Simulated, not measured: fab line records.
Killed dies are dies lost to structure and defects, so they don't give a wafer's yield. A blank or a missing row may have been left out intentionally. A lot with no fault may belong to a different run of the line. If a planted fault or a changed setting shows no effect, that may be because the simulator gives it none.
Comparing a struck lot with a sound one + flow nand harc + 26 out of 1302 route steps
Sound: the wafers L703.1, L703.3, L703.4. Wafers struck: L715.2, L715.4, L715.6. The cause is named last.
At each step with rows: each side's tool, then ch and its chambers, then its first start. Under that, the readings that differ: sound wafers + struck wafers + difference of the means + sigmas: that difference in standard deviations of wafers without a fault.
alike: words and numbers the same on both sides, and readings whose means are apart by under 2 such deviations; not compared: readings that were withheld, readings missing a value for some wafer, numbers with overlapping values and no deviation given by the record, and bounds like >300 which may hide the same value.
Wherever a step has rows on one side only, a row that says differs or no value, or a row with sigmas, the two part there. Non-overlapping numbers with no deviation appear without sigmas and do not part them. A reading that every wafer of one side lacks parts them only if that side has two wafers or more.

first, 5 steps without rows for these wafers: NHARC_P_GATE_STRIP_15 (strips in SPM, time 780 s); NHARC_P_GATE_PRECLEAN_71 (cleans in SC1); NHARC_P_GATE_SRD_72; NHARC_P_GATE_OXIDE_16 (material SiO2, target thk 3 nm, ox time 392 s); NHARC_P_GATE_CVD_17 (deposits poly-Si, target thk 150 nm, time 900 s).
NHARC_P_GATE_HM_DEP_102: deposits aC, target thk 120 nm.
  sound on acl dep-01 ch 0, day 6 01:08; struck on acl dep-02 ch 0, day 11 02:04
  alike: throttle valve pct
then, 6 steps without rows for these wafers: NHARC_P_GATE_DEP_103 (deposits SiON, target thk 30 nm); NHARC_P_GATE_DEHYDRATE_18 (time 120 s); NHARC_P_GATE_HMDS_19 (time 30 s); NHARC_P_GATE_COAT_20 (resist thk 90 nm); NHARC_P_GATE_SOFTBAKE_21 (time 55 s); NHARC_P_GATE_EBR_22.
NHARC_P_GATE_EXPOSE_23: exposes mask P GATE, target cd 120 nm.
  sound on arfi scanner-01 ch 0, day 6 02:20; struck on arfi scanner-02 ch 0, day 11 03:11
| reading | sound                      | struck                              | difference | sigmas |
|---------|----------------------------|-------------------------------------|------------|--------|
| mask    | P_GATE#0 P_GATE#0 P_GATE#0 | P_GATE_R1#0 P_GATE_R1#0 P_GATE_R1#0 | differs    |        |
then, 2 steps without rows for these wafers: NHARC_P_GATE_PEB_24 (peb time 65 s); NHARC_P_GATE_DEVELOP_25 (develop time 35 s).
NHARC_P_GATE_CD_MEAS_26: the cd target is 120 nm.
  sound on cd sem-03 ch 0, day 6 02:28; struck on cd sem-03 ch 0
| reading    | sound             | struck            | difference | sigmas |
|------------|-------------------|-------------------|------------|--------|
| cd nm (nm) | 119.7 120.0 119.9 | 111.7 111.7 111.9 | -8.1       | -14    |
  not compared: hold
NHARC_P_GATE_OVL_MEAS_27:
  sound on overlay-01, day 6 02:34; struck on overlay-02, day 11 06:17
| reading | sound | struck                                                                     | difference                   | sigmas |
|---------|-------|----------------------------------------------------------------------------|------------------------------|--------|
| hold    | - - - | await dispo/2.7h/release await dispo/2.7h/release await dispo/2.7h/release | no value on the sound wafers |        |
  alike: overlay x nm, overlay y nm
NHARC_P_GATE_INSPECT_28:
  sound on defect inspect-02, day 6 02:36; struck on defect inspect-02, day 11 06:19
  alike: raw defect count
NHARC_P_GATE_DESCUM_31: chemistry O2, time 3 s.
  sound on rie diel-10 ch 1,2,3, day 6 02:40; struck on rie diel-08 ch 0,2,3, day 11 06:45
| reading                 | sound           | struck            | difference | sigmas |
|-------------------------|-----------------|-------------------|------------|--------|
| model.P_GATE.cd nm (nm) | 119.5 119 120.2 | 112.3 112.4 112.7 | -7.1       |        |
  alike: drypump motor current A, oes product au, rf vpp V, showerhead plenum p Torr, throttle valve pct
  not compared: rf hours counter h
NHARC_P_GATE_ETCH_104: etches the open film in CF4/CHF3, target depth 60 nm.
  sound on rie diel-10 ch 0,1,3, day 6 02:44; struck on rie diel-08 ch 0,1,3, day 11 06:49
| reading               | sound             | struck            | difference | sigmas |
|-----------------------|-------------------|-------------------|------------|--------|
| oes product au (a.u.) | 0.906 0.916 0.927 | 0.964 0.967 0.967 | +0.050     | +2     |
  alike: bias w, drypump motor current A, rf vpp V, showerhead plenum p Torr, throttle valve pct
NHARC_P_GATE_HM_OPEN_105: chemistry O2/COS, target depth 360 nm.
  sound on rie diel-10 ch 0,1,2; struck on rie diel-08 ch 1,2
| reading                     | sound       | struck      | difference | sigmas |
|-----------------------------|-------------|-------------|------------|--------|
| drypump motor current A (A) | 5.2 5.4 5.3 | 5.8 6.5 6.4 | +0.9       | +2     |
  alike: bias w, oes product au, rf vpp V, showerhead plenum p Torr, throttle valve pct
  not compared: rf hours counter h
then, 1 step without rows for these wafers: NHARC_P_GATE_STRIP_106 (strips in O2/COS).
NHARC_P_GATE_ETCH_114: etches the open film in CF4/O2, target depth 30 nm, overetch 3 nm, time 16.5 s.
  sound on rie diel-10 ch 0,1,3; struck on rie diel-08 ch 1,3
| reading                     | sound       | struck      | difference | sigmas |
|-----------------------------|-------------|-------------|------------|--------|
| drypump motor current A (A) | 5.4 5.4 5.2 | 6.4 6.4 6.5 | +1.1       | +2     |
  alike: bias w, oes_f_703_au, oes product au, rf vpp V, showerhead plenum p Torr, throttle valve pct
  not compared: rf hours counter h
NHARC_P_GATE_ETCH_32: etches the open film in HBr/Cl2, target depth 150 nm, time 100.1 s.
  sound on rie si-06 ch 0,1,3, day 6 03:35; struck on rie si-03 ch 0,1,3, day 11 07:13
| reading                 | sound           | struck            | difference | sigmas |
|-------------------------|-----------------|-------------------|------------|--------|
| model.P_GATE.cd nm (nm) | 119 118.5 119.9 | 114.6 114.9 112.2 | -5.2       |        |
  alike: bias w, drypump motor current A, oes product au, throttle valve pct
  not compared: rf hours counter h
NHARC_P_GATE_STRIP_108: strips in O2.
  sound on rie diel-08 ch 0,1,3, day 6 03:44; struck on rie diel-01 ch 0,2, day 11 07:22
  alike: drypump motor current A, oes product au, rf vpp V, showerhead plenum p Torr, throttle valve pct
  not compared: rf hours counter h
-- the record jumps here: 20 days lie between the struck wafers' starts before and after (it left off in module P_GATE and takes up again in module END, whose first step shown is number 1302 of the route) --
NHARC_END_SORT_01:
  the record has rows for the struck wafers here (prober-02 ch 0, day 30 21:44) and none for the sound ones

== WHERE THEY PART ==
At NHARC_P_GATE_EXPOSE_23 first; at NHARC_END_SORT_01 last (within this record only).

WHY: the cause the simulator had injected
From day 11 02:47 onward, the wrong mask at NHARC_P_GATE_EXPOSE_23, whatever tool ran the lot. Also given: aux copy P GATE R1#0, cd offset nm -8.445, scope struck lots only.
